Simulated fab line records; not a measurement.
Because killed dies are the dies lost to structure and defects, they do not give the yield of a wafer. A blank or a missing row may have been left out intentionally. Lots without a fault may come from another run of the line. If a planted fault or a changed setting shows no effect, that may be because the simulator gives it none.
fab line records -- flow nand_harc -- part 2 of 2: steps 22 to 35 of 35
[record] lots = 5, wafers = 15, last_day = 33
route steps=1302 shown A_M1@1181 A_BONDPAD@1202
lots that met no fault: taken from a fault-free run of the same line
start_h: start of the lot's first displayed wafer, in hours after the record's first day -- wait_h: hours elapsed since this lot's preceding step -- " repeats the value in the row above -- L1.1+2: several wafers, shown together as one row -- - either no value or no given start -- * or withheld: withheld -- < > ~ a bound
route shown NAME@n: a module of which the file shows steps, and the number in the route of the first -- usual: mean/standard deviation of fault-free wafers -- same: alike in all rows -- chamber/n: place in a boat -- sites: each site's reading -- _std_site: the values' standard deviation -- _edge_site: the outer-site mean with the inner-site mean subtracted -- radius_mm: for every site, how far away it sits from the centre of the wafer -- mask NAME#n: copy n -- behind: the most recent tool/chamber to have shaped the wafer -- hold: cause of the lot's hold/its duration in hours/its outcome -- device: which transistor (n, p or np) failed to switch -- end of line: at the end of the route, the tests of the same wafers -- where a step has no rows: the recipe by itself -- killed: count of dies lost to structure and defects at first sort (not the wafer's yield) -- map: dies across one wafer; x = killed, . = not, _ = none there
set.NAME: the run value of the setting; set.NAME@STEP: its run value at that earlier step -- model.NAME: the simulator's own value behind a step, which no gauge read
lots seen at some steps along the route; tables by step, rows by wafer
services: a tool's chamber out of use, with start hour (start_h, from the record's first day; less than 0 if before it), hours out, and reason
[[steps]]
[step NHARC_A_BONDPAD_CMP_29]
[recipe] target_thk_nm = 200, material = SiCN
[usual] edge_zone_pressure_frac = 0.999/0.0048, motor_current_A = 12.0/1.4
lot.wafer,tool,chamber,start_h,wait_h,edge_zone_pressure_frac,motor_current_A
L074.2,cmp-01,1,538.48,-,1.006,10.3
L074.4,cmp-01,3,538.48,-,0.993,11.9
L074.3,cmp-01,0,538.48,-,0.994,11.3
L075.3,cmp-03,0,551.25,-,1.000,14.8
L075.1,cmp-03,1,551.25,-,0.998,11.1
L075.6,cmp-03,3,551.25,-,1.001,10.7
L081.4,cmp-03,0,609.35,-,0.993,13.4
L081.1,cmp-03,1,609.35,-,0.996,11.9
L081.2,cmp-03,2,609.35,-,1.007,10.9
L083.4,cmp-04,2,627.19,-,1.002,15.0
L083.1,cmp-04,0,627.19,-,1.007,12.0
L083.5,cmp-04,1,627.19,-,1.002,12.7
L097.4,cmp-04,2,758.82,-,0.996,14.8
L097.1,cmp-04,3,758.82,-,0.998,12.7
L097.5,cmp-04,2,758.82,-,0.999,15.2
[step NHARC_A_BONDPAD_THK_MEAS_30]
[recipe] thk_meas_gauge = ellipsometry
[usual] thk_nm = 200.0/1.6
lot.wafer,tool,chamber,start_h,wait_h,thk_nm
L074.2,film_metro-01,-,538.73,0.2,200.3
L074.3,film_metro-01,-,538.73,0.2,202.2
L074.4,film_metro-01,-,538.73,0.2,199.5
L075.1,film_metro-02,-,551.45,0.2,196.2
L075.3,film_metro-02,-,551.45,0.2,199.5
L075.6,film_metro-02,-,551.45,0.2,199.2
L081.1,film_metro-01,-,609.60,0.2,197.6
L081.2,film_metro-01,-,609.60,0.2,201.6
L081.4,film_metro-01,-,609.60,0.2,197.3
L083.1,film_metro-02,-,627.41,0.1,199.3
L083.4,film_metro-02,-,627.41,0.1,201.5
L083.5,film_metro-02,-,627.41,0.1,200.5
L097.1,film_metro-02,-,759.04,0.2,197.2
L097.4,film_metro-02,-,759.04,0.2,200.7
L097.5,film_metro-02,-,759.04,0.2,201.9
[step NHARC_A_BONDPAD_SRD_31]
lot.wafer,tool,chamber,start_h,wait_h
L074.4+3+2,wet_bench-10,"2,3,7",538.77,0.0
L075.3+6+1,wet_bench-10,"3,4,0",551.49,0.0
L081.4+2+1,wet_bench-10,"2,4,7",609.64,0.0
L083.1+5+4,wet_bench-08,"2,5,7",627.46,0.0
L097.4+5+1,wet_bench-08,"6,7,0",759.11,0.1
[step NHARC_A_BONDPAD_DEHYDRATE_01]
[recipe] temp_c = 150, time_s = 120
[same] time_s = 120
lot.wafer,tool,chamber,start_h,wait_h
L074.2+3+4,litho_track-07,0,538.86,0.1
L075.1+3+6,litho_track-02,0,551.58,0.1
L081.1+2+4,litho_track-02,0,609.73,0.1
L083.1+4+5,litho_track-05,0,627.54,0.1
L097.1+4+5,litho_track-05,0,759.19,0.1
[step NHARC_A_BONDPAD_HMDS_02]
[recipe] time_s = 30
[same] time_s = 30
lot.wafer,tool,chamber,start_h,wait_h
L074.2+3+4,litho_track-07,0,-,-
L075.1+3+6,litho_track-02,0,-,-
L081.1+2+4,litho_track-02,0,-,-
L083.1+4+5,litho_track-05,0,-,-
L097.1+4+5,litho_track-05,0,-,-
[step NHARC_A_BONDPAD_COAT_33]
[recipe] temp_c = 200, time_s = 65
[same] time_s = 65
lot.wafer,tool,chamber,start_h,wait_h
L074.2+3+4,litho_track-07,0,-,-
L075.1+3+6,litho_track-02,0,-,-
L081.1+2+4,litho_track-02,0,-,-
L083.1+4+5,litho_track-05,0,-,-
L097.1+4+5,litho_track-05,0,-,-
[step NHARC_A_BONDPAD_COAT_03]
[recipe] spin_rpm = 2000, resist_thk_nm = 600
[usual] spin_speed_rpm = 2000.0/1.6
lot.wafer,tool,chamber,start_h,wait_h,spin_speed_rpm
L074.2,litho_track-07,0,-,-,1999.2
L074.3,litho_track-07,0,-,-,1999.0
L074.4,litho_track-07,0,-,-,2001.1
L075.1,litho_track-02,0,-,-,2001.5
L075.3,litho_track-02,0,-,-,2001.9
L075.6,litho_track-02,0,-,-,2001.0
L081.1,litho_track-02,0,-,-,1999.2
L081.2,litho_track-02,0,-,-,1996.8
L081.4,litho_track-02,0,-,-,1998.6
L083.1,litho_track-05,0,-,-,1994.9
L083.4,litho_track-05,0,-,-,2001.2
L083.5,litho_track-05,0,-,-,1997.7
L097.1,litho_track-05,0,-,-,1999.5
L097.4,litho_track-05,0,-,-,1999.8
L097.5,litho_track-05,0,-,-,1998.2
[step NHARC_A_BONDPAD_SOFTBAKE_04]
[recipe] temp_c = 125, time_s = 70
[same] time_s = 70
lot.wafer,tool,chamber,start_h,wait_h
L074.2+3+4,litho_track-07,0,-,-
L075.1+3+6,litho_track-02,0,-,-
L081.1+2+4,litho_track-02,0,-,-
L083.1+4+5,litho_track-05,0,-,-
L097.1+4+5,litho_track-05,0,-,-
[step NHARC_A_BONDPAD_EBR_05]
lot.wafer,tool,chamber,start_h,wait_h
L074.2+3+4,litho_track-07,0,-,-
L075.1+3+6,litho_track-02,0,-,-
L081.1+2+4,litho_track-02,0,-,-
L083.1+4+5,litho_track-05,0,-,-
L097.1+4+5,litho_track-05,0,-,-
[step NHARC_A_BONDPAD_EXPOSE_06]
[recipe] na = 0.55, dose_mj = 36.99, mask_id = A_BPAD
[usual] exposure_dose_mJ_cm2 = 37.15/0.2, reticle_temp_C = 23.02/0.1
lot.wafer,tool,chamber,start_h,wait_h,mask,exposure_dose_mJ_cm2,reticle_temp_C
L074.2,krf_scanner-02,0,539.15,-,A_BPAD#0,36.99,23.18
L074.3,krf_scanner-02,0,539.15,-,A_BPAD#0,37.03,23.16
L074.4,krf_scanner-02,0,539.15,-,A_BPAD#0,36.99,23.18
L075.1,krf_scanner-03,0,551.87,-,A_BPAD#0,36.96,23.04
L075.3,krf_scanner-03,0,551.87,-,A_BPAD#0,36.96,23.03
L075.6,krf_scanner-03,0,551.87,-,A_BPAD#0,36.99,22.91
L081.1,krf_scanner-03,0,609.90,-,A_BPAD#0,36.99,23.06
L081.2,krf_scanner-03,0,609.90,-,A_BPAD#0,37.03,23.14
L081.4,krf_scanner-03,0,609.90,-,A_BPAD#0,36.99,23.14
L083.1,krf_scanner-03,0,627.83,-,A_BPAD#0,36.96,22.97
L083.4,krf_scanner-03,0,627.83,-,A_BPAD#0,37.02,23.09
L083.5,krf_scanner-03,0,627.83,-,A_BPAD#0,36.94,22.97
L097.1,krf_scanner-04,0,759.35,-,A_BPAD#0,37.31,23.00
L097.4,krf_scanner-04,0,759.35,-,A_BPAD#0,37.34,22.88
L097.5,krf_scanner-04,0,759.35,-,A_BPAD#0,37.39,22.88
[step NHARC_A_BONDPAD_PEB_07]
[recipe] peb_temp_c = 128, peb_time_s = 80
lot.wafer,tool,chamber,start_h,wait_h
L074.2+3+4,litho_track-07,0,539.21,0.1
L075.1+3+6,litho_track-07,0,551.93,0.1
L081.1+2+4,litho_track-05,0,609.96,0.1
L083.1+4+5,litho_track-07,0,627.89,0.1
L097.1+4+5,litho_track-07,0,759.42,0.1
[step NHARC_A_BONDPAD_DEVELOP_08]
[recipe] time_s = 50, dev_temp_c = 22
[same] time_s = 50
lot.wafer,tool,chamber,start_h,wait_h
L074.2+3+4,litho_track-07,0,-,-
L075.1+3+6,litho_track-07,0,-,-
L081.1+2+4,litho_track-05,0,-,-
L083.1+4+5,litho_track-07,0,-,-
L097.1+4+5,litho_track-07,0,-,-
[step NHARC_A_BONDPAD_CD_MEAS_09]
[recipe] target_cd_nm = 500, landing_energy_ev = 500
[usual] cd_nm = 499.6/2.1
lot.wafer,tool,chamber,start_h,wait_h,cd_nm
L074.2,cd_sem-03,0,539.30,-,504.2
L074.3,cd_sem-03,0,539.30,-,502.4
L074.4,cd_sem-03,0,539.30,-,501.5
L075.1,cd_sem-01,0,552.02,-,499.7
L075.3,cd_sem-01,0,552.02,-,499.8
L075.6,cd_sem-01,0,552.02,-,498.8
L081.1,cd_sem-01,0,610.05,-,498.9
L081.2,cd_sem-01,0,610.05,-,502.2
L081.4,cd_sem-01,0,610.05,-,500.6
L083.1,cd_sem-02,0,627.98,-,500.3
L083.4,cd_sem-02,0,627.98,-,503.1
L083.5,cd_sem-02,0,627.98,-,499.2
L097.1,cd_sem-02,0,759.51,-,502.2
L097.4,cd_sem-02,0,759.51,-,500.9
L097.5,cd_sem-02,0,759.51,-,502.7
[step NHARC_A_BONDPAD_OVL_MEAS_35]
[usual] overlay_x_nm = 0/6.3, overlay_y_nm = 0/6.2
lot.wafer,tool,chamber,start_h,wait_h,overlay_x_nm,overlay_y_nm
L074.2,overlay-01,-,539.39,-,-9,-7
L074.3,overlay-01,-,539.39,-,-9,-8
L074.4,overlay-01,-,539.39,-,-9,-7
L075.1,overlay-02,-,552.11,-,3,-4
L075.3,overlay-02,-,552.11,-,3,-5
L075.6,overlay-02,-,552.11,-,3,-5
L081.1,overlay-01,-,610.14,-,4,0
L081.2,overlay-01,-,610.14,-,4,0
L081.4,overlay-01,-,610.14,-,4,0
L083.1,overlay-01,-,628.07,-,3,-4
L083.4,overlay-01,-,628.07,-,3,-4
L083.5,overlay-01,-,628.07,-,3,-4
L097.1,overlay-02,-,759.60,-,0,7
L097.4,overlay-02,-,759.60,-,0,7
L097.5,overlay-02,-,759.60,-,0,7
[[services]]
tool,chamber,start_h,hours,kind
pvd_sputter-01,-,536.02,0.6,repair
rie_diel-02,-,570.76,9.0,pm
litho_track-02,-,577.00,7.0,pm
rie_diel-12,2,580.84,7.2,repair
pvd_sputter-01,-,582.00,10.0,pm
rie_diel-03,-,589.65,0.9,repair
pecvd-02,-,590.62,13.0,pm
litho_track-07,-,601.00,7.0,pm
rie_diel-03,2,602.34,2.5,repair
rie_diel-02,2,616.76,8.7,repair
rie_diel-02,1,620.83,4.5,repair
rie_diel-03,2,622.11,8.9,repair
rie_diel-12,-,622.50,9.0,pm
rie_diel-03,-,635.36,9.0,pm
pvd_sputter-02,-,638.00,10.0,pm
litho_track-05,-,649.00,7.0,pm
wet_bench-10,-,663.20,8.0,pm
rie_diel-03,2,670.03,9.5,repair
pecvd-02,0,674.74,9.3,repair
rie_diel-03,1,704.93,7.5,repair
pecvd-02,-,728.84,0.9,repair
rie_diel-03,0,744.10,13.9,repair
rie_diel-02,-,747.76,9.0,pm
litho_track-02,-,752.00,7.0,pm
